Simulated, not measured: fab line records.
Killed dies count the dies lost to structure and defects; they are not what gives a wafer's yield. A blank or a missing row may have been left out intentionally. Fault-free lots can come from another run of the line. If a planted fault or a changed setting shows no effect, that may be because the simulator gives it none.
Matching of chambers + flow n5Finfet + 4 sister chambers for N5_BEOL_M5_DESCUM_33 on rieDiel-03
The step chemistry O2, time 7 s. 4 wafers are shown with their chamber, then 8 later ones without.

EACH WAFER AND ITS CHAMBER
| wafer  | chamber | showerheadPlenumPTorr (Torr) |
|--------|---------|------------------------------|
| L080.2 | 2       | 2.25                         |
| L083.4 | 3       | 2.07                         |
| L084.4 | 1       | 2.00                         |
| L087.4 | 0       | 2.05                         |

WAFERS WITH NO CHAMBER GIVEN
| wafer  | showerheadPlenumPTorr (Torr) |
|--------|------------------------------|
| L087.5 | 2.06                         |
| L087.6 | 1.99                         |
| L093.1 | 2.04                         |
| L093.3 | 2.06                         |
| L093.4 | 2.24                         |
| L095.2 | 2.06                         |
| L095.3 | 2.04                         |
| L095.5 | 2.04                         |

EACH ONE'S CHAMBER
| wafer  | from the rows above     | in truth |
|--------|-------------------------|----------|
| L087.5 | can't be placed: 3 or 0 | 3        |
| L087.6 | 1                       | 1        |
| L093.1 | 0                       | 0        |
| L093.3 | can't be placed: 3 or 0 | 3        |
| L093.4 | 2                       | 2        |
| L095.2 | can't be placed: 3 or 0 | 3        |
| L095.3 | 0                       | 0        |
| L095.5 | 0                       | 0        |
Placed correctly: 5 of 8. Can't be placed from these rows: 3 (the true chamber is among the candidates in 3). 0 placed wrongly.
How it was worked out, from the rows above alone: a wafer's distance from a chamber is the root of the sum, over the readings, of the square of ((its reading less the chamber's mean) divided by the reading's scatter). The wafer belongs to the nearest chamber; if the next one is less than 2 further off, it can't be placed. Each chamber's mean is taken over the wafers shown for it. The scatter (one wafer shown for each chamber): square how far every hidden wafer sits from the nearest shown wafer, average those squares and take the square root.
